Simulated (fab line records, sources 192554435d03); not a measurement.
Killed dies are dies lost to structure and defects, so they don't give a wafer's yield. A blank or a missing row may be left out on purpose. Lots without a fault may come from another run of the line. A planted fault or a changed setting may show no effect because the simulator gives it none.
fab line records | flow n5_finfet
record lots=7 wafers=39
route steps=1938 shown HKMG_FIN@433 MOL_CONTACT_COAG@547 BEOL_M1@751 BEOL_M2@882 BEOL_M4@1070
start_h: hours from the record's first day to the start of the lot's first wafer shown | wait_h: hours since the lot's step before | " the same as in the row above | L1.1+2: a row that stands for several wafers | - no value, or no start given | * or withheld: withheld | < > ~ a bound
route shown NAME@n: a module of which the file shows steps, and the number in the route of the first | usual: mean/standard deviation of fault-free wafers | same: alike in all rows | chamber/n: place in a boat | sites: the reading at each site | _std_site: their standard deviation | _edge_site: outer sites' mean less inner sites' | radius_mm: how far each site lies from the wafer's centre | mask NAME#n: copy n | behind: the tool/chamber that last shaped the wafer | hold: why the lot was held/for how many hours/how that ended | device: the transistor (n, p or np) that didn't switch | end of line: the same wafers' tests at the end of the route | a step without rows: its recipe alone | killed: dies lost to structure and defects at the first sort, not the wafer's yield | map: a wafer's dies, x killed, . not, _ none there
set.NAME: the setting as run; set.NAME@STEP: as run at that earlier step | model.NAME: the simulator's own value behind a step, which no gauge read
lots whose settings were changed on purpose; a table a step, a row a wafer
## steps
# step N5_HKMG_FIN_DESCUM_17
# recipe chemistry=O2 time_s=7.9 source_power_w=50 bias_power_w=20 pressure_mtorr=20 rf_frequency_hz=2.712e+07 temp_c=40 resist=CAR-ArF o2_flow_sccm=225
# columns lot.wafer tool chamber start_h wait_h set.time_s model.CAR-ArF_of_HKMG_FIN_COAT_06.thk_nm
L077.1+3+5+6 rie_diel-03 2,0,2,1 91.35 0.2 7.9 84
L077.2 " 1 " " 7.9 83.6
L077.4 " 0 " " 7.9 83.8
L079.1 rie_diel-04 2 107.31 0.0 7.9 83.4
L079.2+3+5+6 " 1,3,1,2 " " 7.9 83
L079.4 " 0 " " 7.9 83.2
L081.1 rie_diel-03 1 117.23 0.2 10.49 81
L081.2+6 " 0,1 " " 7.9 82.8
L081.3 " 3 " " 10.49 81.2
L081.4 " 3 " " 7.9 83
L081.5 " 0 " " 10.49 81.4
L083.1+4+5+6 rie_diel-01 0,2,0,3 126.37 0.0 7.9 83.2
L083.2 " 3 " " 7.9 83.4
L083.3 " 1 " " 7.9 83
L085.1 rie_diel-04 3 143.41 0.0 7.9 83.2
L085.2 " 2 " " 7.9 83.4
L085.3+5 " 1,3 " " 9.473 82.2
L085.4 " 2 " " 9.473 82.4
L085.6 " 1 " " 7.9 83
L088.1 rie_diel-01 3 157.10 0.0 10.6 81.8
L088.2 " 1 " " 10.6 81.4
L088.3 " 0 " " 7.9 83.2
L088.4 " 2 " " 10.6 81.6
L088.5 " 2 " " 7.9 83
L088.6 " 1 " " 7.9 83.4
L091.3+4+5 rie_diel-04 1,3,3 176.75 0.0 7.9 83.6
# step N5_HKMG_FIN_ETCH_31
# recipe chemistry=CF4 target=SiARC target_depth_a=455 mask_material=CAR-ArF time_s=75.8 ion_energy_ev=80 pressure_mtorr=40 source_w=545 bias_w=36 Ar_flow_sccm=100 cf4_flow_sccm=100 ends=cleared
# columns lot.wafer tool chamber start_h wait_h set.time_s@HKMG_FIN_DESCUM_17 model.CAR-ArF_of_HKMG_FIN_COAT_06.thk_nm
L077.1+3+6 rie_diel-03 2,0,1 91.38 0.0 7.9 51.4
L077.2 " 1 " " 7.9 51
L077.4+5 " 0,2 " " 7.9 51.2
L079.1+4 rie_diel-04 2,0 107.34 0.0 7.9 50.8
L079.2+3+5+6 " 1,3,1,2 " " 7.9 50.4
L081.1 rie_diel-03 1 117.26 0.0 10.49 48.4
L081.2+6 " 0,1 " " 7.9 50.2
L081.3 " 3 " " 10.49 48.6
L081.4 " 3 " " 7.9 50.4
L081.5 " 0 " " 10.49 48.8
L083.1+2+4 rie_diel-01 0,3,2 126.40 0.0 7.9 50.8
L083.3+5+6 " 1,0,3 " " 7.9 50.6
L085.1 rie_diel-04 3 143.44 0.0 7.9 51
L085.2 " 2 " " 7.9 50.8
L085.3+4+5 " 1,2,3 " " 9.473 49.8
L085.6 " 1 " " 7.9 50.6
L088.1+4 rie_diel-01 3,2 157.14 0.0 10.6 49
L088.2 " 1 " " 10.6 48.8
L088.3+6 " 0,1 " " 7.9 50.8
L088.5 " 2 " " 7.9 50.2
L091.3 rie_diel-04 1 176.79 0.0 7.9 51.2
L091.4+5 " 3 " " 7.9 51
# step N5_MOL_CONTACT_COAG_SPUTTER_143
# recipe material=Co target_thk_a=25 temp_c=25 chamber_pressure_pa=0.2
# columns lot.wafer tool chamber start_h wait_h set.target_thk_a model.Co_of_MOL_CONTACT_COAG_SPUTTER_143.thk_nm
L077.1+2+4 pvd_sputter-03 - 108.98 0.0 18.45 1.8
L077.3+5 " - " " 25 2.6
L077.6 " - " " 25 2.4
L079.1 pvd_sputter-01 - 127.65 0.0 25 2.4
L079.2 " - " " 25 2.6
L079.3 " - " " 25 2.8
L079.4+5+6 " - " " 35.75 3.8
L081.1 pvd_sputter-02 - 136.27 0.0 20.61 2.2
L081.2 " - " " 20.61 2
L081.3 " - " " 25 2.4
L081.4+5 " - " " 25 2.6
L081.6 " - " " 20.61 1.8
L083.1+5+6 pvd_sputter-01 - 142.05 0.0 25 2.6
L083.2 " - " " 39.84 4.2
L083.3+4 " - " " 39.84 4
L085.1+3+4 pvd_sputter-01 - 160.77 0.0 17.49 1.8
L085.2+5 " - " " 25 2.6
L085.6 " - " " 25 2.4
L088.1 pvd_sputter-01 - 173.12 0.0 17.04 1.6
L088.2+6 " - " " 17.04 1.8
L088.3 " - " " 25 2.4
L088.4+5 " - " " 25 2.6
L091.3 pvd_sputter-01 - 193.07 0.0 25 2.4
L091.4+5 " - " " 25 2.6
# step N5_BEOL_M1_ILD_DEP_00
# recipe material=SiOC target_thk_a=790 temp_c=350 precursor=DEMS/O2 pressure_torr=5 rf_w=500 time_s=15.3
# columns lot.wafer tool chamber start_h wait_h set.target_thk_a model.SiOC_of_BEOL_M1_ILD_DEP_00.thk_nm
L077.1 pecvd-03 1 139.80 0.0 790 77.4
L077.2 " 0 " " 790 76.8
L077.3 " 2 " " 790 77.8
L077.4 " 1 " " 790 78.6
L077.5 " 2 " " 790 79.2
L077.6 " 0 " " 790 78
L079.1 pecvd-01 0 164.14 0.0 790 80.2
L079.2 " 2 " " 947.6 94
L079.3 " 1 " " 790 78.6
L079.4 " 0 " " 947.6 97.2
L079.5 " 2 " " 790 79.8
L079.6 " 1 " " 947.6 96.4
L081.1 pecvd-03 0 167.06 0.0 921.7 90
L081.2 " 2 " " 790 76
L081.3 " 1 " " 790 77.2
L081.4 " 0 " " 790 78.2
L081.5 " 2 " " 921.7 91.2
L081.6 " 1 " " 921.7 91.6
L083.1 pecvd-01 2 170.78 0.0 790 78.6
L083.2+5+6 " 1,1,2 " " 351.5 36.4
L083.3 " 0 " " 790 80.2
L083.4 " 0 " " 790 81.8
L085.1 pecvd-01 0 191.59 0.0 1207 120
L085.2 " 1 " " 790 78.8
L085.3 " 2 " " 790 79
L085.4 " 0 " " 1207 122.8
L085.5 " 1 " " 790 79.6
L085.6 " 2 " " 1207 122
L088.1 pecvd-04 1 202.76 0.0 628.8 63
L088.2 " 0 " " 790 79.4
L088.3+4 " 0,1 " " 628.8 63.6
L088.5 " 1 " " 790 79.6
L088.6 " 0 " " 790 80.4
L091.3 pecvd-01 1 221.80 0.0 790 78.4
L091.4 " 1 " " 790 79.4
L091.5 " 2 " " 790 80.8
# step N5_BEOL_M1_THK_MEAS_01
# recipe reads=SiOC_of_BEOL_M1_ILD_DEP_00
# usual M1_ILD_THK=79.1/1.4
# columns lot.wafer tool chamber start_h wait_h set.target_thk_a@BEOL_M1_ILD_DEP_00 M1_ILD_THK[nm]
L077.1 film_metro-02 - 139.87 0.0 790 77.4
L077.2 " - " " 790 76.9
L077.3 " - " " 790 77.7
L077.4 " - " " 790 78.5
L077.5 " - " " 790 79.2
L077.6 " - " " 790 78.1
L079.1 film_metro-01 - 164.20 0.0 790 80.3
L079.2 " - " " 947.6 94.1
L079.3 " - " " 790 78.5
L079.4 " - " " 947.6 97.2
L079.5 " - " " 790 79.8
L079.6 " - " " 947.6 96.3
L081.1 film_metro-01 - 167.13 0.0 921.7 90.0
L081.2 " - " " 790 76.0
L081.3 " - " " 790 77.1
L081.4 " - " " 790 78.1
L081.5 " - " " 921.7 91.2
L081.6 " - " " 921.7 91.6
L083.1 film_metro-01 - 170.84 0.0 790 78.6
L083.2 " - " " 351.5 36.5
L083.3 " - " " 790 80.2
L083.4 " - " " 790 81.6
L083.5 " - " " 351.5 36.3
L083.6 " - " " 351.5 36.4
L085.1 film_metro-02 - 191.65 0.0 1207 120.0
L085.2 " - " " 790 78.8
L085.3 " - " " 790 79.1
L085.4 " - " " 1207 122.9
L085.5 " - " " 790 79.6
L085.6 " - " " 1207 122.2
L088.1 film_metro-01 - 202.85 0.1 628.8 62.9
L088.2 " - " " 790 79.4
L088.3 " - " " 628.8 63.6
L088.4 " - " " 628.8 63.6
L088.5 " - " " 790 79.7
L088.6 " - " " 790 80.4
L091.3 film_metro-01 - 221.86 0.1 790 78.3
L091.4 " - " " 790 79.4
L091.5 " - " " 790 80.8
# step N5_BEOL_M2_ALD_98
# recipe material=SiO2 target_thk_a=25 temp_c=100 ald_precursor_family=BDEAS ald_co_reactant=O2-plasma pulse_time_s=1 co_reactant_pulse_time_s=1 purge_time_s=2 co_reactant_purge_time_s=2 ald_cycles=17 pressure_torr=2
# columns lot.wafer tool chamber start_h wait_h set.ald_cycles model.SiO2_of_BEOL_M2_ALD_98.thk_nm
L077.1+4+5 ald_sin-01 2,0,3 181.96 0.1 22 3.2
L077.2+3 " 3,1 " " 17 2.6
L077.6 " 0 " " 17 2.4
L079.1+3+4 ald_sin-02 1,2,3 203.06 0.1 10 1.4
L079.2 " 0 " " 17 2.4
L079.5+6 " 3,0 " " 17 2.6
L081.1+2+4 ald_sin-01 0,3,1 207.89 0.2 17 2.4
L081.3+5+6 " 2,3,2 " " 17 2.6
L083.1+3+4+6 ald_sin-02 0,2,1,1 213.35 0.1 17 2.6
L083.2+5 " 3,0 " " 17 2.4
L085.1+2+4+6 ald_sin-01 3,1,0,3 230.11 0.1 17 2.4
L085.3+5 " 2 " " 17 2.6
L088.1+3+6 ald_sin-02 3,1,1 237.60 0.1 17 2.4
L088.2+4+5 " 2,0,2 " " 27 4
L091.3+4+5 ald_sin-03 1,0,3 246.54 0.1 17 2.4
# step N5_BEOL_M4_TRENCH_ETCH_37
# recipe chemistry=C4F6/O2 target_depth_a=555.55 target=SiOC time_s=29.2 ion_energy_ev=250 pressure_mtorr=30 source_w=355 bias_w=185 Ar_flow_sccm=300 C4F6_flow_sccm=10 O2_flow_sccm=10
# columns lot.wafer tool chamber start_h wait_h set.target_depth_a model.etch.depth_nm model.BEOL_M4.feature_depth_nm
L077.1 rie_diel-01 1 - - 300.6 31 31
L077.2 " 0 " " 555.55 56.68 56.6
L077.3 " 2 " " 300.6 28.72 28.8
L077.4 " 3 " " 555.55 55.79 55.8
L077.5 " 1 " " 300.6 30.66 30.6
L077.6 " 0 " " 555.55 55.87 55.8
L079.1 rie_diel-01 0 - - 555.55 56.1 56.2
L079.2 " 3 " " 555.55 56.06 56
L079.3 " 1 " " 555.55 56.19 56.2
L079.4 " 2 " " 555.55 54.06 54
L079.5 " 3 " " 555.55 56.02 56
L079.6 " 0 " " 555.55 56.7 56.6
L081.1 rie_diel-01 3 - - 555.55 55.12 55.2
L081.2 " 1 " " 555.55 56.05 56
L081.3 " 0 " " 555.55 55.59 55.6
L081.4 " 2 " " 555.55 54.22 54.2
L081.5 " 0 " " 555.55 56.13 56.2
L081.6 " 3 " " 555.55 55.42 55.4
L083.1 rie_diel-01 2 - - 555.55 53.91 54
L083.2 " 1 " " 555.55 55.37 55.4
L083.3 " 3 " " 555.55 54.41 54.4
L083.4 " 0 " " 555.55 55.19 55.2
L083.5 " 1 " " 555.55 56.16 56.2
L083.6 " 2 " " 555.55 54.07 54
L085.1 rie_diel-04 1 - - 555.55 55.72 55.8
L085.2 " 0 " " 770.2 77.71 77.8
L085.3 " 3 " " 555.55 53.37 53.4
L085.4 " 2 " " 770.2 77.79 77.8
L085.5 " 2 " " 770.2 78.3 78.4
L085.6 " 3 " " 555.55 53.22 53.2
L088.1 rie_diel-03 3 - - 555.55 52.92 53
L088.2 " 1 " " 555.55 54.58 54.6
L088.3 " 3 " " 555.55 53.42 53.4
L088.4 " 1 " " 555.55 54.81 54.8
L088.5 " 3 " " 555.55 52.63 52.6
L088.6 " 1 " " 555.55 54.45 54.4
L091.3 rie_diel-03 1 - - 555.55 54.35 54.4
L091.4 " 2 " " 555.55 51.85 51.8
L091.5 " 3 " " 555.55 53.39 53.4
# step N5_BEOL_M4_ETCH_41
# recipe chemistry=CH3F/O2 target=SiCN target_depth_a=299 taper_deg=2 time_s=52.5 ion_energy_ev=120 mask_material=TiN pressure_mtorr=30 source_w=395 bias_w=75 Ar_flow_sccm=150 CH3F_flow_sccm=30 O2_flow_sccm=20
# step N5_BEOL_M4_STRIP_97
# recipe chemistry=N2/H2 time_s=10 power_w=450 temp_c=40 pressure_mtorr=20 rf_frequency_hz=6e+07 bias_power_w=7 n2_flow_sccm=200 h2_flow_sccm=200
# step N5_BEOL_M4_OCD_MEAS_38
# usual trench_depth_nm=55.1/1.4
# columns lot.wafer tool chamber start_h wait_h set.target_depth_a@BEOL_M4_TRENCH_ETCH_37 trench_depth_nm
L077.1 ocd-02 - 255.43 - 300.6 31.0
L077.2 " - " " 555.55 56.5
L077.3 " - " " 300.6 28.6
L077.4 " - " " 555.55 56.6
L077.5 " - " " 300.6 31.1
L077.6 " - " " 555.55 55.9
L079.1 ocd-02 - 283.95 - 555.55 56.3
L079.2 " - " " 555.55 55.8
L079.3 " - " " 555.55 56.4
L079.4 " - " " 555.55 54.2
L079.5 " - " " 555.55 55.7
L079.6 " - " " 555.55 56.9
L081.1 ocd-01 - 305.48 - 555.55 55.2
L081.2 " - " " 555.55 56.0
L081.3 " - " " 555.55 55.1
L081.4 " - " " 555.55 54.4
L081.5 " - " " 555.55 56.7
L081.6 " - " " 555.55 55.7
L083.1 ocd-02 - 309.20 - 555.55 53.5
L083.2 " - " " 555.55 55.3
L083.3 " - " " 555.55 54.7
L083.4 " - " " 555.55 54.7
L083.5 " - " " 555.55 56.0
L083.6 " - " " 555.55 54.2
L085.1 ocd-01 - 312.87 - 555.55 55.9
L085.2 " - " " 770.2 77.5
L085.3 " - " " 555.55 53.3
L085.4 " - " " 770.2 77.5
L085.5 " - " " 770.2 78.5
L085.6 " - " " 555.55 52.8
L088.1 ocd-01 - 340.37 - 555.55 52.7
L088.2 " - " " 555.55 54.7
L088.3 " - " " 555.55 53.1
L088.4 " - " " 555.55 54.7
L088.5 " - " " 555.55 52.7
L088.6 " - " " 555.55 54.3
L091.3 ocd-01 - 350.72 - 555.55 54.2
L091.4 " - " " 555.55 51.4
L091.5 " - " " 555.55 53.0
# step N5_BEOL_M4_HM_STRIP_39
# recipe chemistry=peroxide_tin_strip material=TiN target_depth_a=250 temp_c=50 time_s=158
# step N5_BEOL_M4_SRD_40
# recipe time_s=30 temp_c=23 rinse_liquid=diw dry=ipa_marangoni
# step N5_BEOL_M4_ECD_50
# recipe material=Cu target_thk_a=3000
# step N5_BEOL_M4_ANNEAL_51
# recipe temp_c=225 time_s=90 ambient=N2
# step N5_BEOL_M4_CMP_52
# recipe stop_on=SiOC t_overpolish_s=6.8 down_force_psi=1 platen_rpm=50 clearing_platen_down_force_psi=1.5 clearing_platen_rpm=50 post_cmp_clean=cu_alkaline target_thk_nm=40 clearing_platen_pad_velocity_m_s=0.99484 pad_velocity_m_s=0.99484
# columns lot.wafer tool chamber start_h wait_h set.target_depth_a@BEOL_M4_TRENCH_ETCH_37 model.Cu_of_BEOL_M4_ECD_50.thk_nm
L077.3 cmp-02 2 259.31 0.2 300.6 13.8
L077.4 " 3 " " 555.55 41
L077.1 " 0 " " 300.6 15.4
L077.2 " 1 " " 555.55 41.4
L077.6 " 2 " " 555.55 40.6
L077.5 " 3 " " 300.6 14.2
L079.2 cmp-04 3 288.25 0.2 555.55 38.8
L079.1 " 0 " " 555.55 39.8
L079.3 " 1 " " 555.55 42.2
L079.4+6 " 2,0 " " 555.55 40
L079.5 " 3 " " 555.55 38.4
L081.3+2 cmp-04 2,0 310.13 0.6 555.55 40.2
L081.4 " 3 " " 555.55 36.2
L081.1+5 " 1,2 " " 555.55 41.4
L081.6 " 3 " " 555.55 38.8
L083.4 cmp-02 3 312.85 0.1 555.55 41.2
L083.1 " 0 " " 555.55 38.2
L083.3 " 1 " " 555.55 40.2
L083.2 " 2 " " 555.55 39.2
L083.6 " 3 " " 555.55 38.4
L083.5 " 0 " " 555.55 42
L085.1 cmp-04 2 316.80 0.3 555.55 37.6
L085.4 " 3 " " 770.2 58.4
L085.3 " 0 " " 555.55 34.4
L085.2 " 1 " " 770.2 61.6
L085.5 " 2 " " 770.2 61.4
L085.6 " 3 " " 555.55 33.8
L088.1 cmp-02 0 346.97 0.3 555.55 38.6
L088.4 " 1 " " 555.55 39.6
L088.3 " 2 " " 555.55 38.2
L088.2 " 3 " " 555.55 38.4
L088.5 " 0 " " 555.55 38
L088.6 " 1 " " 555.55 39.4
L091.3 cmp-04 1 354.30 0.3 555.55 40.2
L091.4 " 2 " " 555.55 36.6
L091.5 " 3 " " 555.55 34.6
# step N5_BEOL_M4_THK_MEAS_53
# recipe thk_meas_gauge=xrf reads=Cu_of_BEOL_M4_ECD_50
# usual M4_THK=39.4/2.2
# columns lot.wafer tool chamber start_h wait_h set.target_depth_a@BEOL_M4_TRENCH_ETCH_37 M4_THK[nm]
L077.1 film_metro-02 - 259.61 - 300.6 15.4
L077.2 " - " " 555.55 41.8
L077.3 " - " " 300.6 13.8
L077.4 " - " " 555.55 41.0
L077.5 " - " " 300.6 14.2
L077.6 " - " " 555.55 40.5
L079.1 film_metro-02 - 288.55 - 555.55 39.8
L079.2 " - " " 555.55 38.8
L079.3 " - " " 555.55 42.2
L079.4 " - " " 555.55 40.0
L079.5 " - " " 555.55 38.4
L079.6 " - " " 555.55 40.0
L081.1 film_metro-01 - 310.42 - 555.55 41.2
L081.2 " - " " 555.55 40.0
L081.3 " - " " 555.55 40.0
L081.4 " - " " 555.55 36.1
L081.5 " - " " 555.55 41.3
L081.6 " - " " 555.55 38.8
L083.1 film_metro-02 - 313.14 - 555.55 38.7
L083.2 " - " " 555.55 39.7
L083.3 " - " " 555.55 40.6
L083.4 " - " " 555.55 41.8
L083.5 " - " " 555.55 43.0
L083.6 " - " " 555.55 39.2
L085.1 film_metro-02 - 317.10 - 555.55 38.3
L085.2 " - " " 770.2 62.5
L085.3 " - " " 555.55 35.1
L085.4 " - " " 770.2 59.4
L085.5 " - " " 770.2 62.6
L085.6 " - " " 555.55 34.2
L088.1 film_metro-02 - 347.27 - 555.55 39.5
L088.2 " - " " 555.55 39.3
L088.3 " - " " 555.55 39.1
L088.4 " - " " 555.55 40.6
L088.5 " - " " 555.55 39.0
L088.6 " - " " 555.55 40.0
L091.3 film_metro-01 - 354.52 - 555.55 40.1
L091.4 " - " " 555.55 36.6
L091.5 " - " " 555.55 34.9
# step N5_BEOL_M4_PRE_CLEAN_60
# recipe gas=NH3/H2 time_s=15 temp_c=* rf_power_w=300
# step N5_BEOL_M4_CO_CAP_55
# recipe material=Co target_thk_a=20 temp_c=200 precursor=CCTBA/H2 pressure_torr=30 time_s=102.1
# step N5_BEOL_M4_PRE_CLEAN_56
# recipe gas=NH3 time_s=15 temp_c=withheld rf_power_w=300
# step N5_BEOL_M4_DEP_57
# recipe material=SiCN target_thk_a=80 temp_c=withheld precursor=3MS/NH3 pressure_torr=3 rf_w=202 time_s=14
# step N5_BEOL_M4_RS_MEAS_58
# recipe thk_meas_gauge=four-point-probe reads=Co_of_BEOL_M4_CO_CAP_55+Cu_of_BEOL_M4_ECD_50+Co_of_BEOL_M4_CVD_47+TaN_of_BEOL_M4_ALD_84
# usual M4_RS=0.69/0.051
# columns lot.wafer tool chamber start_h wait_h set.target_depth_a@BEOL_M4_TRENCH_ETCH_37 M4_RS[ohm/sq]
L077.1 film_metro-01 - 259.87 0.0 300.6 2.45
L077.2 " - " " 555.55 0.64
L077.3 " - " " 300.6 2.90
L077.4 " - " " 555.55 0.65
L077.5 " - " " 300.6 2.77
L077.6 " - " " 555.55 0.66
L079.1 film_metro-02 - 288.81 0.0 555.55 0.67
L079.2 " - " " 555.55 0.70
L079.3 " - " " 555.55 0.63
L079.4 " - " " 555.55 0.67
L079.5 " - " " 555.55 0.70
L079.6 " - " " 555.55 0.67
L081.1 film_metro-02 - 310.69 0.0 555.55 0.64
L081.2 " - " " 555.55 0.67
L081.3 " - " " 555.55 0.67
L081.4 " - " " 555.55 0.76
L081.5 " - " " 555.55 0.64
L081.6 " - " " 555.55 0.70
L083.1 film_metro-02 - 313.40 0.0 555.55 0.71
L083.2 " - " " 555.55 0.69
L083.3 " - " " 555.55 0.67
L083.4 " - " " 555.55 0.65
L083.5 " - " " 555.55 0.63
L083.6 " - " " 555.55 0.70
L085.1 film_metro-01 - 317.36 0.0 555.55 0.72
L085.2 " - " " 770.2 0.39
L085.3 " - " " 555.55 0.81
L085.4 " - " " 770.2 0.42
L085.5 " - " " 770.2 0.39
L085.6 " - " " 555.55 0.83
L088.1 film_metro-01 - 347.61 0.1 555.55 0.70
L088.2 " - " " 555.55 0.70
L088.3 " - " " 555.55 0.71
L088.4 " - " " 555.55 0.68
L088.5 " - " " 555.55 0.71
L088.6 " - " " 555.55 0.68
L091.3 film_metro-02 - 354.84 0.1 555.55 0.67
L091.4 " - " " 555.55 0.75
L091.5 " - " " 555.55 0.81
## key
split step=N5_HKMG_FIN_DESCUM_17 setting=time_s stated=7.9 by=wafer
response step=N5_HKMG_FIN_DESCUM_17 reading=model.CAR-ArF_of_HKMG_FIN_COAT_06.thk_nm change=-0.0485 per=1% r=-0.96
response step=N5_HKMG_FIN_ETCH_31 reading=model.CAR-ArF_of_HKMG_FIN_COAT_06.thk_nm change=-0.0498 per=1% r=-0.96
split step=N5_MOL_CONTACT_COAG_SPUTTER_143 setting=target_thk_a stated=25 by=wafer
response step=N5_MOL_CONTACT_COAG_SPUTTER_143 reading=model.Co_of_MOL_CONTACT_COAG_SPUTTER_143.thk_nm change=+0.0259 per=1% r=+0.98
split step=N5_BEOL_M1_ILD_DEP_00 setting=target_thk_a stated=790 by=wafer
response step=N5_BEOL_M1_ILD_DEP_00 reading=model.SiOC_of_BEOL_M1_ILD_DEP_00.thk_nm change=+0.799 per=1% r=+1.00
response step=N5_BEOL_M1_THK_MEAS_01 reading=M1_ILD_THK change=+0.799 per=1% r=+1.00
split step=N5_BEOL_M2_ALD_98 setting=ald_cycles stated=17 by=wafer
response step=N5_BEOL_M2_ALD_98 reading=model.SiO2_of_BEOL_M2_ALD_98.thk_nm change=+0.0266 per=1% r=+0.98
split step=N5_BEOL_M4_TRENCH_ETCH_37 setting=target_depth_a stated=555.55 by=wafer
response step=N5_BEOL_M4_TRENCH_ETCH_37 reading=model.etch.depth_nm change=+0.587 per=1% r=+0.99
response step=N5_BEOL_M4_TRENCH_ETCH_37 reading=model.BEOL_M4.feature_depth_nm change=+0.587 per=1% r=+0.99
response step=N5_BEOL_M4_OCD_MEAS_38 reading=trench_depth_nm change=+0.588 per=1% r=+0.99
response step=N5_BEOL_M4_CMP_52 reading=model.Cu_of_BEOL_M4_ECD_50.thk_nm change=+0.609 per=1% r=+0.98
response step=N5_BEOL_M4_THK_MEAS_53 reading=M4_THK change=+0.615 per=1% r=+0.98
response step=N5_BEOL_M4_RS_MEAS_58 reading=M4_RS change=-0.0304 per=1% r=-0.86
